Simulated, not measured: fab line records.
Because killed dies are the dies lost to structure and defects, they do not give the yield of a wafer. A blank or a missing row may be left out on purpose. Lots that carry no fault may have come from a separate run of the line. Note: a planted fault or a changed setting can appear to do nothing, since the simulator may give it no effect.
What tool caused it? | flow nand-harc | 24 lots with 72 wafers sampled at 6 steps, on a route of 1302 steps

== WHAT THE GAUGES SHOWED, per wafer ==
NHARC_A_M1_INSPECT_11.
lot  | measured     | on                | raw-defect-count
L074 | day 22 19:34 | defect-inspect-02 | 91 77 81
L075 | day 22 21:32 | defect-inspect-02 | 57 57 63
L076 | day 23 14:20 | defect-inspect-02 | 65 58 69
L078 | day 24 00:54 | defect-inspect-02 | 124 126 110
L077 | day 24 01:18 | defect-inspect-01 | 77 60 60
L080 | day 24 14:42 | defect-inspect-02 | 91 107 104
L079 | day 24 16:23 | defect-inspect-02 | 65 72 63
L081 | day 25 19:37 | defect-inspect-02 | 165 150 169
L083 | day 26 08:32 | defect-inspect-01 | 55 32 40
L082 | day 26 12:10 | defect-inspect-02 | 123 93 126
L085 | day 26 23:05 | defect-inspect-01 | 150 161 157
L084 | day 27 00:19 | defect-inspect-02 | 28 39 22
L087 | day 27 20:09 | defect-inspect-02 | 121 127 131
L086 | day 27 21:32 | defect-inspect-01 | 50 31 44
L088 | day 28 10:04 | defect-inspect-01 | 98 110 101
L089 | day 28 10:53 | defect-inspect-02 | 81 70 103
L090 | day 30 01:19 | defect-inspect-01 | 26 22 30
L091 | day 30 06:35 | defect-inspect-02 | 141 161 152
L093 | day 30 12:49 | defect-inspect-02 | 26 24 21
L092 | day 30 17:29 | defect-inspect-01 | 148 145 144
L094 | day 30 21:18 | defect-inspect-02 | 75 78 101
L095 | day 31 15:37 | defect-inspect-01 | 89 91 70
L096 | day 32 02:19 | defect-inspect-02 | 117 120 115
L097 | day 32 07:44 | defect-inspect-01 | 20 25 24

NHARC_A_BONDPAD_INSPECT_23.
lot  | measured     | on                | raw-defect-count
L074 | day 23 02:55 | defect-inspect-02 | 634 551 936
L075 | day 23 05:39 | defect-inspect-02 | 485 568 751
L076 | day 23 21:43 | defect-inspect-01 | 488 403 394
L078 | day 24 08:16 | defect-inspect-02 | 771 599 548
L077 | day 24 08:51 | defect-inspect-01 | 734 516 998
L080 | day 24 21:56 | defect-inspect-01 | 484 607 423
L079 | day 24 23:38 | defect-inspect-01 | 493 723 422
L081 | day 26 02:58 | defect-inspect-01 | 584 625 602
L083 | day 26 15:53 | defect-inspect-01 | 509 440 525
L082 | day 26 19:27 | defect-inspect-01 | 762 520 730
L085 | day 27 06:25 | defect-inspect-02 | 700 607 581
L084 | day 27 07:39 | defect-inspect-02 | 924 562 792
L087 | day 28 03:32 | defect-inspect-01 | 395 409 674
L086 | day 28 04:56 | defect-inspect-01 | 759 456 502
L088 | day 28 17:26 | defect-inspect-01 | 515 487 464
L089 | day 28 18:23 | defect-inspect-01 | 609 542 528
L090 | day 30 08:40 | defect-inspect-01 | 567 610 582
L091 | day 30 14:02 | defect-inspect-01 | 603 458 639
L093 | day 30 20:02 | defect-inspect-02 | 324 402 429
L092 | day 31 00:50 | defect-inspect-01 | 748 557 638
L094 | day 31 04:43 | defect-inspect-01 | 580 404 548
L095 | day 31 22:52 | defect-inspect-01 | 446 446 513
L096 | day 32 09:59 | defect-inspect-01 | 484 372 413
L097 | day 32 14:58 | defect-inspect-01 | 458 750 568

== WHICH TOOL RAN EACH LOT (tool, then ch and the chambers of the sampled wafers, then the start) ==
lot  | NHARC_A_M0_PRE_CLEAN_31         | NHARC_A_M1_ETCH_35                 | NHARC_A_BONDPAD_DEGAS_25     | NHARC_A_BONDPAD_PRE_CLEAN_26
L074 | pecvd-04 ch 0,2, day 22 18:07   | rie-diel-02 ch 0,3, day 22 19:43   | pvd-sputter-02, day 23 01:18 | pvd-sputter-02, day 23 02:55 or earlier
L075 | pecvd-01 ch 1,2, day 22 20:07   | rie-diel-02 ch 1,2,3, day 22 21:41 | pvd-sputter-01, day 23 03:44 | pvd-sputter-01, day 23 05:39 or earlier
L076 | pecvd-04 ch 0,1, day 23 12:53   | rie-diel-02 ch 1,2,3, day 23 14:31 | pvd-sputter-01, day 23 20:06 | pvd-sputter-01, day 23 21:43 or earlier
L078 | pecvd-01 ch 0,1,2, day 23 23:29 | rie-diel-02 ch 0,1,2, day 24 01:03 | pvd-sputter-02, day 24 06:37 | pvd-sputter-02, day 24 08:16 or earlier
L077 | pecvd-01 ch 0,1, day 23 23:48   | rie-diel-02 ch 0,1,3, day 24 01:28 | pvd-sputter-03, day 24 07:14 | pvd-sputter-03, day 24 08:51 or earlier
L080 | pecvd-03 ch 1,2, day 24 13:17   | rie-diel-04 ch 1,2,3, day 24 14:52 | pvd-sputter-01, day 24 20:19 | pvd-sputter-01, day 24 21:56 or earlier
L079 | pecvd-01 ch 0,2, day 24 14:58   | rie-diel-02 ch 0,1,2, day 24 16:33 | pvd-sputter-02, day 24 22:01 | pvd-sputter-02, day 24 23:38 or earlier
L081 | pecvd-01 ch 0,1,2, day 25 18:20 | rie-diel-06 ch 0,1,3, day 25 19:47 | pvd-sputter-03, day 26 01:20 | pvd-sputter-03, day 26 02:58 or earlier
L083 | pecvd-04 ch 1,2, day 26 07:14   | rie-diel-06 ch 2,3, day 26 08:41   | pvd-sputter-02, day 26 14:16 | pvd-sputter-02, day 26 15:53 or earlier
L082 | pecvd-04 ch 0,1,2, day 26 10:43 | rie-diel-04 ch 0,1,3, day 26 12:19 | pvd-sputter-03, day 26 17:48 | pvd-sputter-03, day 26 19:27 or earlier
L085 | pecvd-01 ch 0,1,2, day 26 21:46 | rie-diel-06 ch 2,3, day 26 23:14   | pvd-sputter-02, day 27 04:49 | pvd-sputter-02, day 27 06:25 or earlier
L084 | pecvd-04 ch 0,1,2, day 26 22:52 | rie-diel-06 ch 0,1,3, day 27 00:28 | pvd-sputter-03, day 27 06:01 | pvd-sputter-03, day 27 07:39 or earlier
L087 | pecvd-01 ch 1,2, day 27 18:26   | rie-diel-06 ch 0,1,3, day 27 20:18 | pvd-sputter-03, day 28 01:56 | pvd-sputter-03, day 28 03:32 or earlier
L086 | pecvd-04 ch 0,2, day 27 20:11   | rie-diel-04 ch 1,2,3, day 27 21:41 | pvd-sputter-03, day 28 03:20 | pvd-sputter-03, day 28 04:56 or earlier
L088 | pecvd-01 ch 0,1, day 28 08:45   | rie-diel-04 ch 1,3, day 28 10:13   | pvd-sputter-01, day 28 15:49 | pvd-sputter-01, day 28 17:26 or earlier
L089 | pecvd-01 ch 0,1,2, day 28 09:26 | rie-diel-04 ch 2,3, day 28 11:02   | pvd-sputter-02, day 28 16:46 | pvd-sputter-02, day 28 18:23 or earlier
L090 | pecvd-01 ch 0,2, day 29 23:53   | rie-diel-02 ch 0,2,3, day 30 01:29 | pvd-sputter-02, day 30 07:04 | pvd-sputter-02, day 30 08:40 or earlier
L091 | pecvd-04 ch 1,2, day 30 05:17   | rie-diel-06 ch 0,3, day 30 06:44   | pvd-sputter-01, day 30 12:26 | pvd-sputter-01, day 30 14:02 or earlier
L093 | pecvd-03 ch 0,1,2, day 30 11:22 | rie-diel-06 ch 0,1,2, day 30 12:58 | pvd-sputter-01, day 30 18:25 | pvd-sputter-01, day 30 20:02 or earlier
L092 | pecvd-03 ch 0,1, day 30 16:10   | rie-diel-02 ch 1,2, day 30 17:38   | pvd-sputter-02, day 30 23:12 | pvd-sputter-02, day 31 00:50 or earlier
L094 | pecvd-01 ch 0,1, day 30 19:53   | rie-diel-02 ch 0,2,3, day 30 21:32 | pvd-sputter-03, day 31 03:05 | pvd-sputter-03, day 31 04:43 or earlier
L095 | pecvd-01 ch 0,1, day 31 14:09   | rie-diel-02 ch 0,2,3, day 31 15:46 | pvd-sputter-02, day 31 21:17 | pvd-sputter-02, day 31 22:52 or earlier
L096 | pecvd-04 ch 0,1,2, day 32 00:54 | rie-diel-02 ch 0,2,3, day 32 02:28 | pvd-sputter-01, day 32 08:07 | pvd-sputter-01, day 32 09:59 or earlier
L097 | pecvd-03 ch 0,1,2, day 32 06:26 | rie-diel-04 ch 0,1, day 32 07:53   | pvd-sputter-01, day 32 13:22 | pvd-sputter-01, day 32 14:58 or earlier
- NHARC_A_M0_PRE_CLEAN_31: time 12 s.
- NHARC_A_M1_ETCH_35: etches the open film in N2/H2, target depth 40 nm, overetch 12 nm, time 43.94 s.
- NHARC_A_BONDPAD_DEGAS_25: time 60 s.
- NHARC_A_BONDPAD_PRE_CLEAN_26: time 30 s.

== AS READ BY THE TOOLS THEMSELVES (means over the sampled wafers that have a number; for cases with no such wafer, the mark the record gives instead) ==
NHARC_A_M0_PRE_CLEAN_31.
lot  | tool     | heater-power-w (W)
L074 | pecvd-04 | 568
L075 | pecvd-01 | 641
L076 | pecvd-04 | 565
L078 | pecvd-01 | 641
L077 | pecvd-01 | 626
L080 | pecvd-03 | 598
L079 | pecvd-01 | 620
L081 | pecvd-01 | 636
L083 | pecvd-04 | 559
L082 | pecvd-04 | 572
L085 | pecvd-01 | 645
L084 | pecvd-04 | 557
L087 | pecvd-01 | 618
L086 | pecvd-04 | 534
L088 | pecvd-01 | 665
L089 | pecvd-01 | 651
L090 | pecvd-01 | 725
L091 | pecvd-04 | 618
L093 | pecvd-03 | 576
L092 | pecvd-03 | 614
L094 | pecvd-01 | 723
L095 | pecvd-01 | 689
L096 | pecvd-04 | 580
L097 | pecvd-03 | 552

NHARC_A_M1_ETCH_35.
lot  | tool        | drypump-motor-current-A (A) | oes-product-au (a.u.) | rf-vpp-V (V) | showerhead-plenum-p-Torr (Torr) | throttle-valve-pct (%)
L074 | rie-diel-02 | 6.1                         | 0.996                 | 429.7        | 2.01                            | 14.178
L075 | rie-diel-02 | 6.1                         | 1.001                 | 432.1        | 2.10                            | 14.173
L076 | rie-diel-02 | 6.1                         | 1.002                 | 432.0        | 2.10                            | 14.174
L078 | rie-diel-02 | 6.3                         | 1.000                 | 430.6        | 2.05                            | 14.171
L077 | rie-diel-02 | 6.1                         | 1.003                 | 430.7        | 2.08                            | 14.171
L080 | rie-diel-04 | 5.6                         | 0.998                 | 432.9        | 2.12                            | 14.177
L079 | rie-diel-02 | 6.3                         | 1.002                 | 429.9        | 2.05                            | 14.168
L081 | rie-diel-06 | 5.9                         | 0.994                 | 429.4        | 2.01                            | 14.169
L083 | rie-diel-06 | 6.4                         | 0.994                 | 428.8        | 1.98                            | 14.163
L082 | rie-diel-04 | 5.7                         | 1.002                 | 432.0        | 2.12                            | 14.174
L085 | rie-diel-06 | 6.1                         | 0.994                 | 428.2        | 1.95                            | 14.164
L084 | rie-diel-06 | 6.0                         | 0.989                 | 430.4        | 2.01                            | 14.174
L087 | rie-diel-06 | 6.0                         | 0.989                 | 429.4        | 2.01                            | 14.172
L086 | rie-diel-04 | 5.6                         | 0.999                 | 433.1        | 2.12                            | 14.178
L088 | rie-diel-04 | 5.8                         | 1.001                 | 430.9        | 2.09                            | 14.178
L089 | rie-diel-04 | 5.4                         | 0.998                 | 434.3        | 2.15                            | 14.175
L090 | rie-diel-02 | 6.1                         | 1.007                 | 430.2        | 2.03                            | 14.174
L091 | rie-diel-06 | 6.0                         | 1.000                 | 427.0        | 1.94                            | 14.157
L093 | rie-diel-06 | 6.2                         | 1.001                 | 430.5        | 2.04                            | 14.165
L092 | rie-diel-02 | 6.3                         | 1.001                 | 431.1        | 2.07                            | 14.173
L094 | rie-diel-02 | 6.1                         | 0.999                 | 429.8        | 2.03                            | 14.169
L095 | rie-diel-02 | 6.1                         | 1.001                 | 429.2        | 2.03                            | 14.170
L096 | rie-diel-02 | 6.1                         | 1.002                 | 430.0        | 2.03                            | 14.173
L097 | rie-diel-04 | 5.6                         | 1.000                 | 431.9        | 2.06                            | 14.171

NHARC_A_BONDPAD_DEGAS_25.
lot  | tool           | heater-power-w (W)
L074 | pvd-sputter-02 | 503
L075 | pvd-sputter-01 | 443
L076 | pvd-sputter-01 | 464
L078 | pvd-sputter-02 | 481
L077 | pvd-sputter-03 | 424
L080 | pvd-sputter-01 | 457
L079 | pvd-sputter-02 | 483
L081 | pvd-sputter-03 | 428
L083 | pvd-sputter-02 | 463
L082 | pvd-sputter-03 | 466
L085 | pvd-sputter-02 | 481
L084 | pvd-sputter-03 | 452
L087 | pvd-sputter-03 | 445
L086 | pvd-sputter-03 | 445
L088 | pvd-sputter-01 | 446
L089 | pvd-sputter-02 | 473
L090 | pvd-sputter-02 | 459
L091 | pvd-sputter-01 | 446
L093 | pvd-sputter-01 | 449
L092 | pvd-sputter-02 | 471
L094 | pvd-sputter-03 | 487
L095 | pvd-sputter-02 | 489
L096 | pvd-sputter-01 | 450
L097 | pvd-sputter-01 | 454

NHARC_A_BONDPAD_PRE_CLEAN_26.
lot  | tool           | heater-power-w (W)
L074 | pvd-sputter-02 | 433
L075 | pvd-sputter-01 | 400
L076 | pvd-sputter-01 | 405
L078 | pvd-sputter-02 | 434
L077 | pvd-sputter-03 | 412
L080 | pvd-sputter-01 | 385
L079 | pvd-sputter-02 | 456
L081 | pvd-sputter-03 | 373
L083 | pvd-sputter-02 | 421
L082 | pvd-sputter-03 | 373
L085 | pvd-sputter-02 | 439
L084 | pvd-sputter-03 | 367
L087 | pvd-sputter-03 | 395
L086 | pvd-sputter-03 | 369
L088 | pvd-sputter-01 | 381
L089 | pvd-sputter-02 | 436
L090 | pvd-sputter-02 | 404
L091 | pvd-sputter-01 | 403
L093 | pvd-sputter-01 | 378
L092 | pvd-sputter-02 | 433
L094 | pvd-sputter-03 | 417
L095 | pvd-sputter-02 | 407
L096 | pvd-sputter-01 | 403
L097 | pvd-sputter-01 | 402

== THE ANSWER, worked out from the rows above alone ==
Rule: the lots themselves supply what counts as usual. Put in order of their means at a reading, lots are off if they are a third of the lots or fewer, leave a main group of 4 or more, and stand apart from it by a gap of 3 or more times the standard deviation of the main group's means; of several such gaps the widest counts. The tables above print the reading to a certain number of digits; a main group whose means all agree to those digits is not used. Also off: a lot with no number at a reading for which 4 or more lots have one. Where the step has rows for the other lots, those lots are counted as sound. The gauges are gone through in route order, then the tools' own readings, and for those a lot's mean is taken as printed above. The first step at which some lot is off is used, and at that step the reading that is off furthest; a lot without a number counts as furthest.
None of the lots is off at any reading shown; this tells nothing.

== WHAT WAS PUT IN BY THE SIMULATOR ==
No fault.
